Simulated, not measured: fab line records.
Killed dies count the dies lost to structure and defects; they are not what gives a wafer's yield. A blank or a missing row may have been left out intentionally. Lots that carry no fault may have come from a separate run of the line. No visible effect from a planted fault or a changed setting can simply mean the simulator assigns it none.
A struck lot beside a sound one || flow n5 finfet || 18 out of 1938 route steps
Sound: wafers L594.1, L594.3, L594.5. Wafers struck: L608.1, L608.5. Last of all comes the cause.
For every step that has rows: the tool of each side, followed by ch and its chambers, followed by its first start. Under that, the readings that differ: sound wafers || struck wafers || difference of the means || sigmas: that difference in standard deviations of wafers without a fault.
alike: words and numbers the same on both sides, and readings whose means are apart by under 2 such deviations; not compared: readings that were withheld, readings missing a value for some wafer, numbers with overlapping values and no deviation given by the record, and bounds like >300 which may hide the same value.
Wherever a step has rows on one side only, a row that says differs or no value, or a row with sigmas, the two part there. Numbers that have no deviation but don't overlap get no sigmas and don't part them. Lack of a reading on every wafer of one side parts them only where that side has two or more wafers.

N5_BEOL_M2_ANNEAL_82: time 240 s.
  struck on pvd sputter-02, day 11 01:09; sound on pvd sputter-03, day 7 10:14
  alike: heater power w, susceptor temp C
then, 3 steps without rows for these wafers: N5_BEOL_M2_SPUTTER_86 (material Cu, target thk 4.5 nm, time 8.29 s); N5_BEOL_M2_ANNEAL_87 (time 240 s); N5_BEOL_M2_SPUTTER_88 (material Cu, target thk 4.5 nm, time 8.29 s).
N5_BEOL_M2_ANNEAL_89: time 240 s.
  struck on pvd sputter-02, day 11 01:35; sound on pvd sputter-03, day 7 10:41
  alike: heater power w, susceptor temp C
N5_BEOL_M2_SPUTTER_90: material Cu, target thk 4.5 nm, time 8.29 s.
  struck on pvd sputter-02, day 11 01:44; sound on pvd sputter-03, day 7 10:49
  alike: susceptor temp C, throttle valve pct
then, 1 step without rows for these wafers: N5_BEOL_M2_ANNEAL_91 (time 240 s).
N5_BEOL_M2_SPUTTER_92: material Cu, target thk 4.5 nm, time 8.29 s.
  struck on pvd sputter-02, day 11 01:57; sound on pvd sputter-03, day 7 11:02
  alike: susceptor temp C, throttle valve pct
N5_BEOL_M2_ANNEAL_93: time 240 s.
  struck on pvd sputter-02, day 11 02:02; sound on pvd sputter-03, day 7 11:07
  alike: heater power w, susceptor temp C
then, 3 steps without rows for these wafers: N5_BEOL_M2_SPUTTER_94 (material Cu, target thk 4.5 nm, time 8.29 s); N5_BEOL_M2_ANNEAL_95 (time 240 s); N5_BEOL_M2_SPUTTER_96 (material Cu, target thk 4.5 nm, time 8.29 s).
N5_BEOL_M2_ECD_50: material Cu, target thk 300 nm.
  sound on ecd cu-02 ch 0,1, day 7 11:35; struck on ecd cu-01 ch 0,1, day 11 02:30
{"reading": "model.Cu_of_BEOL_M2_ECD_50.thk nm (nm)", "sound": "294 299.6 301.2", "struck": "169 166.4", "difference": -131, "sigmas": ""}
then, 1 step without rows for these wafers: N5_BEOL_M2_ANNEAL_51 (time 90 s).
N5_BEOL_M2_CMP_52: polishes, stops on SiOC, t overpolish 6.8 s, target thk 40 nm.
  sound on cmp-01 ch 0,1,2, day 7 12:02; struck on cmp-02 ch 1, day 11 02:55
{"reading": "time to endpoint s (s)", "sound": "67.0 60.1 59.7", "struck": "34.7 37.5", "difference": -26.2, "sigmas": -9}
  alike: motor current A
N5_BEOL_M2_THK_MEAS_53: measures by xrf.
  struck on film metro-01, day 11 03:10; sound on film metro-01, day 7 12:16
  alike: M2_THK
N5_BEOL_M4_RC_MEAS_101:
  sound on prober-02 ch 0, day 8 20:25; struck on prober-02 ch 0, day 12 05:52
{"reading": "ION_P (uA/um)", "sound": "466 458 456", "struck": "484 479", "difference": "+22", "sigmas": "+3"}
  alike: DIBL_N, DIBL_P, IOFF_N, IOFF_P, ION_N, SS_N, SS_P, VT_N, VT_P
-- here the record skips 5 days between the struck wafers' starts before and after, leaving off in module BEOL_M4 and picking up in module PASSIVATION (first step shown: number 1936 of the route) --
N5_PASSIVATION_PROBE_49:
  struck on prober-02, day 17 07:05; sound on prober-01, day 13 04:36
{"reading": "killed_at_M4_up", "sound": "11 12 4", "struck": "13 32", "difference": "+14", "sigmas": "+2"}
  alike: defect limited yield, killed_at_M0_to_M3, killed at contacts, killed at front end, killed at other, killed dies, killed open, killed short, sort_bin_5_function, sort_bin_6_memory, sort_bin_8_speed, sort n pass, sort yield pct

== WHERE THEY PART ==
Earliest at N5_BEOL_M2_CMP_52; latest, in this record, at N5_PASSIVATION_PROBE_49.

WHY: whatever the simulator had introduced
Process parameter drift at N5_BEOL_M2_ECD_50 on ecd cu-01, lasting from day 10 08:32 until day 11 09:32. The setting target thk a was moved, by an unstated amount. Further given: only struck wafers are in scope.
